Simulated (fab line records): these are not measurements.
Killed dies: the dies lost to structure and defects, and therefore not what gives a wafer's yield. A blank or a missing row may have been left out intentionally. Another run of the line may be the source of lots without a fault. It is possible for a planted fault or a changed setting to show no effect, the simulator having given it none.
What tool caused it? :: flow n5_finfet :: 10 lots, 28 wafers sampled, at 5 steps of a route of 1938

== WHAT THE GAUGES SHOWED, per wafer ==
N5_BEOL_M4_RC_MEAS_101. Usual: DIBL_N 36.1 mV/V, standard deviation 1.7; DIBL_P 35.9 mV/V, standard deviation 2.1; IOFF_N 0.154 nA/um, standard deviation 0.029; IOFF_P 0.21 nA/um, standard deviation 0.035; ION_N 673 uA/um, standard deviation 10; ION_P 463 uA/um, standard deviation 7.5; SS_N 71.6 mV/dec, standard deviation 0.59; SS_P 73.2 mV/dec, standard deviation 0.69; VT_N 250.5 mV, standard deviation 2.9; VT_P -250 mV, standard deviation 3.2.
lot: L928
measured: day 9 04:24
on: prober-01
DIBL_N (mV/V): 35.0 36.1 37.3
DIBL_P (mV/V): 35.2 37.3 37.2
IOFF_N (nA/um): 0.160 0.185 0.194
IOFF_P (nA/um): 0.23 0.26 0.26
ION_N (uA/um): 683 693 682
ION_P (uA/um): 467 474 469
SS_N (mV/dec): 70.9 71.6 71.8
SS_P (mV/dec): 73.1 73.2 73.5
VT_N (mV): 246.9 248.3 245.2
VT_P (mV): -249 -245 -247
flag: 

lot: L930
measured: day 9 14:58
on: prober-02
DIBL_N (mV/V): 34.4 39.7 37.1
DIBL_P (mV/V): 34.3 39.3 37.0
IOFF_N (nA/um): 0.115 0.204 0.149
IOFF_P (nA/um): 0.14 0.20 0.18
ION_N (uA/um): 653 664 666
ION_P (uA/um): 443 447 453
SS_N (mV/dec): 70.9 72.2 72.0
SS_P (mV/dec): 71.9 73.8 73.4
VT_N (mV): 253.0 248.9 252.5
VT_P (mV): -259 -254 -256
flag: 

lot: L931
measured: day 9 20:05
on: prober-02
DIBL_N (mV/V): 35.8 36.5 36.2
DIBL_P (mV/V): 35.7 37.4 37.3
IOFF_N (nA/um): 0.138 0.160 0.155
IOFF_P (nA/um): 0.22 0.24 0.24
ION_N (uA/um): 664 672 674
ION_P (uA/um): 461 469 466
SS_N (mV/dec): 71.4 71.9 72.1
SS_P (mV/dec): 72.8 73.1 72.9
VT_N (mV): 252.6 249.0 246.5
VT_P (mV): -250 -248 -247
flag: 

lot: L932
measured: day 9 15:22
on: prober-01
DIBL_N (mV/V): 36.4 33.6 34.9
DIBL_P (mV/V): 37.0 34.0 35.1
IOFF_N (nA/um): 0.176 0.135 0.156
IOFF_P (nA/um): 0.25 0.20 0.22
ION_N (uA/um): 679 673 679
ION_P (uA/um): 468 466 468
SS_N (mV/dec): 71.1 70.8 71.6
SS_P (mV/dec): 73.8 72.3 73.7
VT_N (mV): 247.4 251.4 251.6
VT_P (mV): -247 -248 -248
flag: 

lot: L933
measured: day 10 08:25
on: prober-01
DIBL_N (mV/V): 38.0 37.1 38.6
DIBL_P (mV/V): 38.1 36.7 38.0
IOFF_N (nA/um): 0.166 0.147 0.166
IOFF_P (nA/um): 0.24 0.21 0.23
ION_N (uA/um): 675 674 669
ION_P (uA/um): 465 466 463
SS_N (mV/dec): 71.7 71.3 72.2
SS_P (mV/dec): 73.9 73.9 74.0
VT_N (mV): 249.4 251.3 250.2
VT_P (mV): -245 -249 -248
flag: 

lot: L936
measured: day 11 12:47
on: prober-02
DIBL_N (mV/V): 35.3 35.3 32.9
DIBL_P (mV/V): 35.5 35.3 32.6
IOFF_N (nA/um): 0.162 0.161 0.119
IOFF_P (nA/um): 0.23 0.23 0.19
ION_N (uA/um): 678 677 666
ION_P (uA/um): 464 464 459
SS_N (mV/dec): 71.4 70.8 70.7
SS_P (mV/dec): 74.0 73.5 71.7
VT_N (mV): 251.4 250.4 253.0
VT_P (mV): -245 -248 -247
flag: 

lot: L943
measured: day 12 11:32
on: prober-01
DIBL_N (mV/V): 35.1 38.2
DIBL_P (mV/V): 33.7 37.4
IOFF_N (nA/um): 0.117 0.187
IOFF_P (nA/um): 0.17 0.22
ION_N (uA/um): 650 687
ION_P (uA/um): 449 468
SS_N (mV/dec): 71.3 72.1
SS_P (mV/dec): 72.9 73.4
VT_N (mV): 255.1 246.8
VT_P (mV): -254 -250
flag: 

lot: L942
measured: day 12 08:46
on: prober-02
DIBL_N (mV/V): 37.2 34.7 36.0
DIBL_P (mV/V): 37.7 34.4 36.1
IOFF_N (nA/um): 0.166 0.118 0.152
IOFF_P (nA/um): 0.28 0.22 0.25
ION_N (uA/um): 678 651 671
ION_P (uA/um): 480 462 471
SS_N (mV/dec): 72.0 71.1 70.3
SS_P (mV/dec): 73.7 72.4 73.1
VT_N (mV): 248.9 253.9 248.7
VT_P (mV): -243 -247 -244
flag: 

lot: L945
measured: day 14 07:23
on: prober-02
DIBL_N (mV/V): 33.7 33.0
DIBL_P (mV/V): 32.0 30.4
IOFF_N (nA/um): 0.115 0.097
IOFF_P (nA/um): 0.15 0.14
ION_N (uA/um): 660 644
ION_P (uA/um): 454 442
SS_N (mV/dec): 71.8 71.3
SS_P (mV/dec): 72.0 71.1
VT_N (mV): 255.8 255.1
VT_P (mV): -257 -257
flag: 

lot: L946
measured: day 13 14:39
on: prober-02
DIBL_N (mV/V): 34.0 32.3 35.7
DIBL_P (mV/V): 33.3 32.1 34.5
IOFF_N (nA/um): 0.125 0.120 0.151
IOFF_P (nA/um): 0.19 0.19 0.21
ION_N (uA/um): 672 676 667
ION_P (uA/um): 465 475 464
SS_N (mV/dec): 71.2 70.9 71.7
SS_P (mV/dec): 71.5 72.4 72.7
VT_N (mV): 253.6 250.4 248.6
VT_P (mV): -254 -252 -251
flag: 

== TOOL THAT RAN EACH LOT (tool first, then ch and the chambers of the sampled wafers, then the start) ==
lot: L928
N5_BEOL_M1_STRIP_97: rie_diel-06 ch 1,2,3, day 7 04:19 or earlier
N5_BEOL_M1_DEGAS_44: pvd_sputter-03, day 7 04:19
N5_BEOL_M1_ALD_84: ald_metal-02 ch 1,3, day 7 04:25
N5_BEOL_M1_CVD_47: cvd_co-01 ch 0,1,2, day 7 04:42

lot: L930
N5_BEOL_M1_STRIP_97: rie_diel-06 ch 0,2,3, day 7 19:39 or earlier
N5_BEOL_M1_DEGAS_44: pvd_sputter-03, day 7 19:39
N5_BEOL_M1_ALD_84: ald_metal-04 ch 0,1,3, day 7 19:45
N5_BEOL_M1_CVD_47: cvd_co-02 ch 0,1, day 7 20:07

lot: L931
N5_BEOL_M1_STRIP_97: rie_diel-06 ch 0,1,2, day 7 20:03 or earlier
N5_BEOL_M1_DEGAS_44: pvd_sputter-03, day 7 20:03
N5_BEOL_M1_ALD_84: ald_metal-01 ch 1,3, day 7 20:12
N5_BEOL_M1_CVD_47: cvd_co-01 ch 0,1, day 7 21:49

lot: L932
N5_BEOL_M1_STRIP_97: rie_diel-02 ch 1,2,3, day 8 04:13 or earlier
N5_BEOL_M1_DEGAS_44: pvd_sputter-02, day 8 04:13
N5_BEOL_M1_ALD_84: ald_metal-01 ch 1,2, day 8 04:19
N5_BEOL_M1_CVD_47: cvd_co-01 ch 0,1,2, day 8 04:46

lot: L933
N5_BEOL_M1_STRIP_97: rie_diel-06 ch 2,3, day 8 04:14 or earlier
N5_BEOL_M1_DEGAS_44: pvd_sputter-01, day 8 04:14
N5_BEOL_M1_ALD_84: ald_metal-02 ch 0,1,2, day 8 04:28
N5_BEOL_M1_CVD_47: cvd_co-02 ch 0,1, day 8 04:47

lot: L936
N5_BEOL_M1_STRIP_97: rie_diel-06 ch 0,2,3, day 9 12:02 or earlier
N5_BEOL_M1_DEGAS_44: pvd_sputter-02, day 9 12:02
N5_BEOL_M1_ALD_84: ald_metal-01 ch 2,3, day 9 12:08
N5_BEOL_M1_CVD_47: cvd_co-02 ch 0,1,2, day 9 14:05

lot: L943
N5_BEOL_M1_STRIP_97: rie_diel-02 ch 2,3, day 10 11:13 or earlier
N5_BEOL_M1_DEGAS_44: pvd_sputter-03, day 10 11:13
N5_BEOL_M1_ALD_84: ald_metal-01 ch 0,1, day 10 11:20
N5_BEOL_M1_CVD_47: cvd_co-01 ch 0, day 10 11:41

lot: L942
N5_BEOL_M1_STRIP_97: rie_diel-06 ch 0,2, day 10 11:17 or earlier
N5_BEOL_M1_DEGAS_44: pvd_sputter-01, day 10 11:17
N5_BEOL_M1_ALD_84: ald_metal-04 ch 2,3, day 10 11:24
N5_BEOL_M1_CVD_47: cvd_co-02 ch 1,2, day 10 11:49

lot: L945
N5_BEOL_M1_STRIP_97: rie_diel-02 ch 3, day 11 09:04 or earlier
N5_BEOL_M1_DEGAS_44: pvd_sputter-02, day 11 09:04
N5_BEOL_M1_ALD_84: ald_metal-01 ch 2,3, day 11 09:10
N5_BEOL_M1_CVD_47: cvd_co-01 ch 0,1, day 11 09:50

lot: L946
N5_BEOL_M1_STRIP_97: rie_diel-02 ch 0,1,2, day 11 14:50 or earlier
N5_BEOL_M1_DEGAS_44: pvd_sputter-01, day 11 14:50
N5_BEOL_M1_ALD_84: ald_metal-01 ch 0,3, day 11 14:56
N5_BEOL_M1_CVD_47: cvd_co-01 ch 0,2, day 11 15:17
- N5_BEOL_M1_STRIP_97: strips in N2/H2, time 10 s.
- N5_BEOL_M1_DEGAS_44: time 60 s.
- N5_BEOL_M1_ALD_84: deposits TaN, pulse time 2 s, purge time 3 s, co reactant purge time 2 s.
- N5_BEOL_M1_CVD_47: deposits Co from CCTBA/H2, target thk 3 nm, time 223.8 s.

== WHAT THE TOOLS THEMSELVES READ (means of the sampled wafers that have a number; where no wafer has one, the mark that the record gives instead) ==
N5_BEOL_M1_STRIP_97. Usual: drypump_motor_current_A 5.7 A, standard deviation 0.39; n2_flow_sccm 200.1 sccm, standard deviation 0.6; oes_product_au 0.75 a.u., standard deviation 0.061; rf_vpp_V 59.3 V, standard deviation 0.94; showerhead_plenum_p_Torr 2.58 Torr, standard deviation 0.071; throttle_valve_pct 23.72 %, standard deviation 0.21.
lot: L928
tool: rie_diel-06
drypump_motor_current_A (A): 5.9
n2_flow_sccm (sccm): 199.8
oes_product_au (a.u.): 0.74
rf_vpp_V (V): 58.6
showerhead_plenum_p_Torr (Torr): 2.63
throttle_valve_pct (%): 23.81
flag: 

lot: L930
tool: rie_diel-06
drypump_motor_current_A (A): 5.7
n2_flow_sccm (sccm): 199.7
oes_product_au (a.u.): 0.80
rf_vpp_V (V): 60.4
showerhead_plenum_p_Torr (Torr): 2.62
throttle_valve_pct (%): 23.73
flag: 

lot: L931
tool: rie_diel-06
drypump_motor_current_A (A): 5.8
n2_flow_sccm (sccm): 199.8
oes_product_au (a.u.): 0.79
rf_vpp_V (V): 59.1
showerhead_plenum_p_Torr (Torr): 2.61
throttle_valve_pct (%): 23.67
flag: 

lot: L932
tool: rie_diel-02
drypump_motor_current_A (A): 5.6
n2_flow_sccm (sccm): 199.8
oes_product_au (a.u.): 0.74
rf_vpp_V (V): 58.9
showerhead_plenum_p_Torr (Torr): 2.60
throttle_valve_pct (%): 23.59
flag: 

lot: L933
tool: rie_diel-06
drypump_motor_current_A (A): 5.9
n2_flow_sccm (sccm): 199.9
oes_product_au (a.u.): 0.75
rf_vpp_V (V): 59.6
showerhead_plenum_p_Torr (Torr): 2.64
throttle_valve_pct (%): 23.85
flag: 

lot: L936
tool: rie_diel-06
drypump_motor_current_A (A): 5.7
n2_flow_sccm (sccm): 199.7
oes_product_au (a.u.): 0.78
rf_vpp_V (V): 59.4
showerhead_plenum_p_Torr (Torr): 2.62
throttle_valve_pct (%): 23.76
flag: 

lot: L943
tool: rie_diel-02
drypump_motor_current_A (A): 5.3
n2_flow_sccm (sccm): 200.2
oes_product_au (a.u.): 0.72
rf_vpp_V (V): 58.8
showerhead_plenum_p_Torr (Torr): 2.62
throttle_valve_pct (%): 23.73
flag: 

lot: L942
tool: rie_diel-06
drypump_motor_current_A (A): 5.6
n2_flow_sccm (sccm): 200.5
oes_product_au (a.u.): 0.83
rf_vpp_V (V): 59.7
showerhead_plenum_p_Torr (Torr): 2.60
throttle_valve_pct (%): 23.62
flag: 

lot: L945
tool: rie_diel-02
drypump_motor_current_A (A): 5.6
n2_flow_sccm (sccm): 199.7
oes_product_au (a.u.): 0.69
rf_vpp_V (V): 58.3
showerhead_plenum_p_Torr (Torr): 2.60
throttle_valve_pct (%): 23.75
flag: 

lot: L946
tool: rie_diel-02
drypump_motor_current_A (A): 5.9
n2_flow_sccm (sccm): 200.0
oes_product_au (a.u.): 0.72
rf_vpp_V (V): 59.0
showerhead_plenum_p_Torr (Torr): 2.53
throttle_valve_pct (%): 23.70
flag: 

N5_BEOL_M1_DEGAS_44. Usual: heater_power_w 328 W, standard deviation 28; susceptor_temp_C 249.99 C, standard deviation 0.16.
lot: L928
tool: pvd_sputter-03
heater_power_w (W): 327
susceptor_temp_C (C): 249.90
flag: 

lot: L930
tool: pvd_sputter-03
heater_power_w (W): 329
susceptor_temp_C (C): 250.01
flag: 

lot: L931
tool: pvd_sputter-03
heater_power_w (W): 348
susceptor_temp_C (C): 250.10
flag: 

lot: L932
tool: pvd_sputter-02
heater_power_w (W): 328
susceptor_temp_C (C): 249.91
flag: 

lot: L933
tool: pvd_sputter-01
heater_power_w (W): 336
susceptor_temp_C (C): 250.04
flag: 

lot: L936
tool: pvd_sputter-02
heater_power_w (W): 381
susceptor_temp_C (C): 249.97
flag: 

lot: L943
tool: pvd_sputter-03
heater_power_w (W): 312
susceptor_temp_C (C): 250.08
flag: 

lot: L942
tool: pvd_sputter-01
heater_power_w (W): 332
susceptor_temp_C (C): 250.17
flag: 

lot: L945
tool: pvd_sputter-02
heater_power_w (W): 320
susceptor_temp_C (C): 250.04
flag: 

lot: L946
tool: pvd_sputter-01
heater_power_w (W): 332
susceptor_temp_C (C): 249.78
flag: 

N5_BEOL_M1_ALD_84. Usual: heater_power_w 433 W, standard deviation 40; susceptor_temp_C 274.98 C, standard deviation 0.18.
lot: L928
tool: ald_metal-02
heater_power_w (W): 472
susceptor_temp_C (C): 275.05
flag: 

lot: L930
tool: ald_metal-04
heater_power_w (W): 434
susceptor_temp_C (C): 275.21
flag: 

lot: L931
tool: ald_metal-01
heater_power_w (W): 408
susceptor_temp_C (C): 275.00
flag: 

lot: L932
tool: ald_metal-01
heater_power_w (W): 459
susceptor_temp_C (C): 275.11
flag: 

lot: L933
tool: ald_metal-02
heater_power_w (W): 390
susceptor_temp_C (C): 275.02
flag: 

lot: L936
tool: ald_metal-01
heater_power_w (W): 401
susceptor_temp_C (C): 275.10
flag: 

lot: L943
tool: ald_metal-01
heater_power_w (W): 456
susceptor_temp_C (C): 274.93
flag: 

lot: L942
tool: ald_metal-04
heater_power_w (W): 413
susceptor_temp_C (C): 274.84
flag: 

lot: L945
tool: ald_metal-01
heater_power_w (W): 416
susceptor_temp_C (C): 274.80
flag: 

lot: L946
tool: ald_metal-01
heater_power_w (W): 419
susceptor_temp_C (C): 274.95
flag: 

N5_BEOL_M1_CVD_47. Usual: 246.7 s for run_length_s, sd 0.5.
lot: L928
tool: cvd_co-01
run_length_s (s): 246.8
flag: 

lot: L930
tool: cvd_co-02
run_length_s (s): 247.2
flag: 

lot: L931
tool: cvd_co-01
run_length_s (s): 246.8
flag: 

lot: L932
tool: cvd_co-01
run_length_s (s): 246.7
flag: 

lot: L933
tool: cvd_co-02
run_length_s (s): 246.8
flag: 

lot: L936
tool: cvd_co-02
run_length_s (s): 246.5
flag: 

lot: L943
tool: cvd_co-01
run_length_s (s): 310.1
flag: OFF

lot: L942
tool: cvd_co-02
run_length_s (s): 246.8
flag: 

lot: L945
tool: cvd_co-01
run_length_s (s): 373.5
flag: OFF

lot: L946
tool: cvd_co-01
run_length_s (s): 288.6
flag: OFF

== THE ANSWER, worked out from the rows above alone ==
Rule: a lot is off if the mean of its wafers that have a number lies more than 3 standard deviations from the usual mean. A lot without any number at a reading at which 4 lots or more have one is off too. The other lots that the step has rows for count as sound. Order of review: gauges by route order, followed by the tools' own readings, for which a lot's mean as printed above is used. The first step at which some lot is off is used, and at that step the reading that is off furthest; a lot without a number counts as furthest.
Off, at N5_BEOL_M1_CVD_47 on run_length_s: L943, L945, L946.
A tool fits if, at that step or a process step before it, it ran every lot that is off, and no sound lot after the first of them. N5_BEOL_M1_STRIP_97: start missing for some lots; hours and lot order therefore follow N5_BEOL_M1_DEGAS_44. Can't be told from this: 3 tools fit, rie_diel-02 at N5_BEOL_M1_STRIP_97, ald_metal-01 at N5_BEOL_M1_ALD_84, cvd_co-01 at N5_BEOL_M1_CVD_47.

== WHAT HAD BEEN PUT IN BY THE SIMULATOR ==
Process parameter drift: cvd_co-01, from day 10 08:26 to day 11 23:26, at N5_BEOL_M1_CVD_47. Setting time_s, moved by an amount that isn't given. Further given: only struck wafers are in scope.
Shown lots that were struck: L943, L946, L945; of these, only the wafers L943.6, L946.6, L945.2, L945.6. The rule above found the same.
